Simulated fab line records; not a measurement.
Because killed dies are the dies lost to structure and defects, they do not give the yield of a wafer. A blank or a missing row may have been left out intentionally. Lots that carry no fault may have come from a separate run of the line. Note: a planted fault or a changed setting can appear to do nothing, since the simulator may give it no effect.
Chamber matching || flow nand_harc || NHARC_A_CONTACT_ETCH_102 on rie_diel-04: 4 sister chambers
The step etches the open film in CF4/O2, target depth 70 nm, overetch 7 nm, time 38.5 s. 30 wafers are shown with their chamber, then 12 later ones without.

WAFERS WITH THEIR CHAMBER
{"wafer": "L074.1", "chamber": 3, "showerhead_plenum_p_Torr (Torr)": 1.40, "drypump_motor_current_A (A)": 5.4, "oes_product_au (a.u.)": 1.026}
{"wafer": "L074.5", "chamber": 0, "showerhead_plenum_p_Torr (Torr)": 1.32, "drypump_motor_current_A (A)": 5.9, "oes_product_au (a.u.)": 1.010}
{"wafer": "L074.6", "chamber": 3, "showerhead_plenum_p_Torr (Torr)": 1.40, "drypump_motor_current_A (A)": 5.5, "oes_product_au (a.u.)": 1.018}
{"wafer": "L075.1", "chamber": 0, "showerhead_plenum_p_Torr (Torr)": 1.32, "drypump_motor_current_A (A)": 6.0, "oes_product_au (a.u.)": 1.006}
{"wafer": "L075.3", "chamber": 2, "showerhead_plenum_p_Torr (Torr)": 1.37, "drypump_motor_current_A (A)": 5.8, "oes_product_au (a.u.)": 1.019}
{"wafer": "L075.6", "chamber": 1, "showerhead_plenum_p_Torr (Torr)": 1.33, "drypump_motor_current_A (A)": 5.1, "oes_product_au (a.u.)": 0.983}
{"wafer": "L078.1", "chamber": 1, "showerhead_plenum_p_Torr (Torr)": 1.33, "drypump_motor_current_A (A)": 5.0, "oes_product_au (a.u.)": 0.984}
{"wafer": "L078.5", "chamber": 1, "showerhead_plenum_p_Torr (Torr)": 1.33, "drypump_motor_current_A (A)": 5.0, "oes_product_au (a.u.)": 0.977}
{"wafer": "L078.6", "chamber": 0, "showerhead_plenum_p_Torr (Torr)": 1.32, "drypump_motor_current_A (A)": 5.9, "oes_product_au (a.u.)": 1.013}
{"wafer": "L079.1", "chamber": 0, "showerhead_plenum_p_Torr (Torr)": 1.32, "drypump_motor_current_A (A)": 6.0, "oes_product_au (a.u.)": 1.009}
{"wafer": "L079.2", "chamber": 3, "showerhead_plenum_p_Torr (Torr)": 1.40, "drypump_motor_current_A (A)": 5.4, "oes_product_au (a.u.)": 1.015}
{"wafer": "L079.6", "chamber": 2, "showerhead_plenum_p_Torr (Torr)": 1.37, "drypump_motor_current_A (A)": 5.8, "oes_product_au (a.u.)": 1.010}
{"wafer": "L082.1", "chamber": 0, "showerhead_plenum_p_Torr (Torr)": 1.32, "drypump_motor_current_A (A)": 6.0, "oes_product_au (a.u.)": 1.018}
{"wafer": "L082.2", "chamber": 3, "showerhead_plenum_p_Torr (Torr)": 1.40, "drypump_motor_current_A (A)": 5.4, "oes_product_au (a.u.)": 1.025}
{"wafer": "L082.3", "chamber": 2, "showerhead_plenum_p_Torr (Torr)": 1.37, "drypump_motor_current_A (A)": 5.8, "oes_product_au (a.u.)": 1.009}
{"wafer": "L082.4", "chamber": 1, "showerhead_plenum_p_Torr (Torr)": 1.32, "drypump_motor_current_A (A)": 5.1, "oes_product_au (a.u.)": 0.995}
{"wafer": "L082.5", "chamber": 2, "showerhead_plenum_p_Torr (Torr)": 1.37, "drypump_motor_current_A (A)": 5.8, "oes_product_au (a.u.)": 1.005}
{"wafer": "L082.6", "chamber": 1, "showerhead_plenum_p_Torr (Torr)": 1.32, "drypump_motor_current_A (A)": 5.1, "oes_product_au (a.u.)": 0.981}
{"wafer": "L083.1", "chamber": 3, "showerhead_plenum_p_Torr (Torr)": 1.40, "drypump_motor_current_A (A)": 5.5, "oes_product_au (a.u.)": 1.016}
{"wafer": "L083.2", "chamber": 0, "showerhead_plenum_p_Torr (Torr)": 1.32, "drypump_motor_current_A (A)": 5.9, "oes_product_au (a.u.)": 1.006}
{"wafer": "L083.6", "chamber": 0, "showerhead_plenum_p_Torr (Torr)": 1.32, "drypump_motor_current_A (A)": 5.9, "oes_product_au (a.u.)": 1.011}
{"wafer": "L087.1", "chamber": 3, "showerhead_plenum_p_Torr (Torr)": 1.40, "drypump_motor_current_A (A)": 5.4, "oes_product_au (a.u.)": 1.013}
{"wafer": "L087.4", "chamber": 3, "showerhead_plenum_p_Torr (Torr)": 1.40, "drypump_motor_current_A (A)": 5.4, "oes_product_au (a.u.)": 1.020}
{"wafer": "L087.6", "chamber": 1, "showerhead_plenum_p_Torr (Torr)": 1.32, "drypump_motor_current_A (A)": 5.1, "oes_product_au (a.u.)": 0.975}
{"wafer": "L086.1", "chamber": 3, "showerhead_plenum_p_Torr (Torr)": 1.40, "drypump_motor_current_A (A)": 5.5, "oes_product_au (a.u.)": 1.010}
{"wafer": "L086.2", "chamber": 2, "showerhead_plenum_p_Torr (Torr)": 1.37, "drypump_motor_current_A (A)": 5.8, "oes_product_au (a.u.)": 1.011}
{"wafer": "L086.5", "chamber": 2, "showerhead_plenum_p_Torr (Torr)": 1.37, "drypump_motor_current_A (A)": 5.8, "oes_product_au (a.u.)": 1.014}
{"wafer": "L088.2", "chamber": 0, "showerhead_plenum_p_Torr (Torr)": 1.31, "drypump_motor_current_A (A)": 6.0, "oes_product_au (a.u.)": 1.013}
{"wafer": "L088.3", "chamber": 2, "showerhead_plenum_p_Torr (Torr)": 1.37, "drypump_motor_current_A (A)": 5.8, "oes_product_au (a.u.)": 1.000}
{"wafer": "L088.6", "chamber": 1, "showerhead_plenum_p_Torr (Torr)": 1.32, "drypump_motor_current_A (A)": 5.1, "oes_product_au (a.u.)": 0.970}

SIGNATURES, as means of the wafers listed above
{"reading": "showerhead_plenum_p_Torr", "chamber 0": 1.3188, "chamber 1": 1.3243, "chamber 2": 1.3700, "chamber 3": 1.4000, "scatter within a chamber": 0.00316}
{"reading": "drypump_motor_current_A", "chamber 0": 5.950, "chamber 1": 5.071, "chamber 2": 5.800, "chamber 3": 5.438, "scatter within a chamber": 0.0452}
{"reading": "oes_product_au", "chamber 0": 1.01075, "chamber 1": 0.98071, "chamber 2": 1.00971, "chamber 3": 1.01788, "scatter within a chamber": 0.006}
Rule: for each reading, subtract the chamber's mean from the wafer's reading, divide by that reading's scatter and square the result; add these up over the readings and take the root, which gives the wafer's distance from the chamber. The wafer belongs to the nearest chamber; if the next one is less than 2 further off, it can't be placed. The scatter: the root of (the sum of the squares of (reading less its chamber's mean) over the shown wafers, divided by (wafers less chambers)).

WAFERS WHOSE CHAMBER IS MISSING
{"wafer": "L092.3", "showerhead_plenum_p_Torr (Torr)": 1.31, "drypump_motor_current_A (A)": 5.9, "oes_product_au (a.u.)": 1.018}
{"wafer": "L092.4", "showerhead_plenum_p_Torr (Torr)": 1.40, "drypump_motor_current_A (A)": 5.4, "oes_product_au (a.u.)": 0.995}
{"wafer": "L092.6", "showerhead_plenum_p_Torr (Torr)": 1.31, "drypump_motor_current_A (A)": 6.0, "oes_product_au (a.u.)": 1.010}
{"wafer": "L092.1", "showerhead_plenum_p_Torr (Torr)": 1.37, "drypump_motor_current_A (A)": 5.8, "oes_product_au (a.u.)": 1.021}
{"wafer": "L092.2", "showerhead_plenum_p_Torr (Torr)": 1.32, "drypump_motor_current_A (A)": 5.1, "oes_product_au (a.u.)": 1.005}
{"wafer": "L092.5", "showerhead_plenum_p_Torr (Torr)": 1.40, "drypump_motor_current_A (A)": 5.4, "oes_product_au (a.u.)": 0.997}
{"wafer": "L094.1", "showerhead_plenum_p_Torr (Torr)": 1.39, "drypump_motor_current_A (A)": 5.5, "oes_product_au (a.u.)": 0.996}
{"wafer": "L094.2", "showerhead_plenum_p_Torr (Torr)": 1.37, "drypump_motor_current_A (A)": 5.8, "oes_product_au (a.u.)": 1.010}
{"wafer": "L094.5", "showerhead_plenum_p_Torr (Torr)": 1.37, "drypump_motor_current_A (A)": 5.7, "oes_product_au (a.u.)": 1.006}
{"wafer": "L095.1", "showerhead_plenum_p_Torr (Torr)": 1.39, "drypump_motor_current_A (A)": 5.5, "oes_product_au (a.u.)": 1.008}
{"wafer": "L095.3", "showerhead_plenum_p_Torr (Torr)": 1.37, "drypump_motor_current_A (A)": 5.8, "oes_product_au (a.u.)": 1.019}
{"wafer": "L095.6", "showerhead_plenum_p_Torr (Torr)": 1.32, "drypump_motor_current_A (A)": 5.1, "oes_product_au (a.u.)": 1.009}

THE CHAMBER EACH PASSED THROUGH
{"wafer": "L092.3", "from the rows above": 0, "in truth": 0}
{"wafer": "L092.4", "from the rows above": 3, "in truth": 3}
{"wafer": "L092.6", "from the rows above": 0, "in truth": 0}
{"wafer": "L092.1", "from the rows above": 2, "in truth": 2}
{"wafer": "L092.2", "from the rows above": 1, "in truth": 1}
{"wafer": "L092.5", "from the rows above": 3, "in truth": 3}
{"wafer": "L094.1", "from the rows above": 3, "in truth": 3}
{"wafer": "L094.2", "from the rows above": 2, "in truth": 2}
{"wafer": "L094.5", "from the rows above": 2, "in truth": 2}
{"wafer": "L095.1", "from the rows above": 3, "in truth": 3}
{"wafer": "L095.3", "from the rows above": 2, "in truth": 2}
{"wafer": "L095.6", "from the rows above": 1, "in truth": 1}
Correctly placed: 12 of 12. Left unplaced by these rows: 0. Number placed wrongly: 0.
